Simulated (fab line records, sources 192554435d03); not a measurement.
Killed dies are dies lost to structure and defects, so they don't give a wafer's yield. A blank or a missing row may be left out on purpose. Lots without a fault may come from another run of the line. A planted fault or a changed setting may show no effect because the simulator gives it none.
Chamber matching | flow n5_finfet | N5_FIN_SAQP_SPACER2_ALD_28 on ald_sin-01: 4 sister chambers
The step deposits SiO2, target thk 8.1 nm, pulse time 1 s, purge time 2 s. 8 wafers are shown with their chamber, then 7 later ones without.

WAFERS WITH THEIR CHAMBER
wafer  | chamber | heater_power_w (W) | precursor_pulse_height_rel
L076.1 | 1       | 505                | 0.982
L081.2 | 3       | 483                | 1.014
L081.4 | 2       | 579                | 0.956
L085.1 | 3       | 481                | 1.024
L085.4 | 1       | 492                | 1.003
L085.5 | 0       | 429                | 1.018
L087.1 | 2       | 587                | 1.011
L087.3 | 0       | 413                | 1.035

WAFERS WITHOUT THEIR CHAMBER
wafer  | heater_power_w (W) | precursor_pulse_height_rel
L087.5 | 478                | 1.018
L095.1 | 489                | 0.983
L095.4 | 579                | 1.005
L095.5 | 423                | 0.972
L097.1 | 415                | 1.007
L097.3 | 514                | 1.005
L097.5 | 436                | 1.013

WHICH CHAMBER EACH WENT THROUGH
wafer  | from the rows above     | in truth
L087.5 | 3                       | 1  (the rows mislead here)
L095.1 | can't be placed: 1 or 3 | 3
L095.4 | 2                       | 2
L095.5 | 0                       | 0
L097.1 | 0                       | 0
L097.3 | 1                       | 1
L097.5 | 0                       | 0
Placed correctly: 5 of 7. Can't be placed from these rows: 1 (the true chamber is among the candidates in 1). Placed wrongly: 1.
How it was worked out, from the rows above alone: a wafer's distance from a chamber is the root of the sum, over the readings, of the square of ((its reading less the chamber's mean) divided by the reading's scatter). The wafer belongs to the nearest chamber; if the next one is less than 2 further off, it can't be placed. A chamber's mean is the mean of its shown wafers. The scatter: the root of (the sum of the squares of (reading less its chamber's mean) over the shown wafers, divided by (wafers less chambers)).
